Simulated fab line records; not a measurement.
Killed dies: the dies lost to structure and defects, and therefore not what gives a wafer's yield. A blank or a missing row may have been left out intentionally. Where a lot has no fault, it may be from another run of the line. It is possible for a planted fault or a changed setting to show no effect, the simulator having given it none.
Chamber matching ; flow n5_finfet ; N5_BEOL_M4_ETCH_63 on rie_diel-04: 4 sister chambers
The step etches SiARC in CF4, target depth 15.6 nm, time 26 s. 8 wafers are shown with their chamber, then 11 later ones without.

== WAFERS, EACH WITH ITS CHAMBER ==
wafer;chamber;drypump_motor_current_A (A);showerhead_plenum_p_Torr (Torr)
L081.5;0;4.7;2.16
L087.2;0;4.8;2.16
L087.3;3;5.8;2.05
L089.2;2;5.8;2.15
L089.3;3;5.8;2.05
L088.4;2;5.8;2.15
L088.6;1;5.9;2.20
L091.2;1;5.9;2.19

== WAFERS WHOSE CHAMBER IS MISSING ==
wafer;drypump_motor_current_A (A);showerhead_plenum_p_Torr (Torr)
L091.4;4.8;2.15
L091.6;5.9;2.19
L093.1;5.9;2.19
L093.5;5.8;2.05
L093.6;5.8;2.15
L095.2;5.8;2.15
L095.3;4.7;2.15
L095.4;5.8;2.05
L097.1;4.8;2.15
L097.2;5.9;2.19
L097.3;5.8;2.15

== WHICH CHAMBER EACH ONE RAN IN ==
wafer;from the rows above;in truth
L091.4;0;0
L091.6;1;1
L093.1;1;1
L093.5;3;3
L093.6;2;2
L095.2;2;2
L095.3;0;0
L095.4;3;3
L097.1;0;0
L097.2;1;1
L097.3;2;2
Correctly placed: 11 of 11. Number that these rows cannot place: 0. Number placed wrongly: 0.
How it was worked out, from the rows above alone: a wafer's distance from a chamber is the root of the sum, over the readings, of the square of ((its reading less the chamber's mean) divided by the reading's scatter). If the next closest chamber is less than 2 further off than the closest, the wafer can't be placed; otherwise it belongs to the closest. Each chamber's mean is taken over the wafers shown for it. The scatter is the square root of a quotient: the sum, over the shown wafers, of each reading's squared deviation from its chamber's mean, divided by wafers minus chambers.
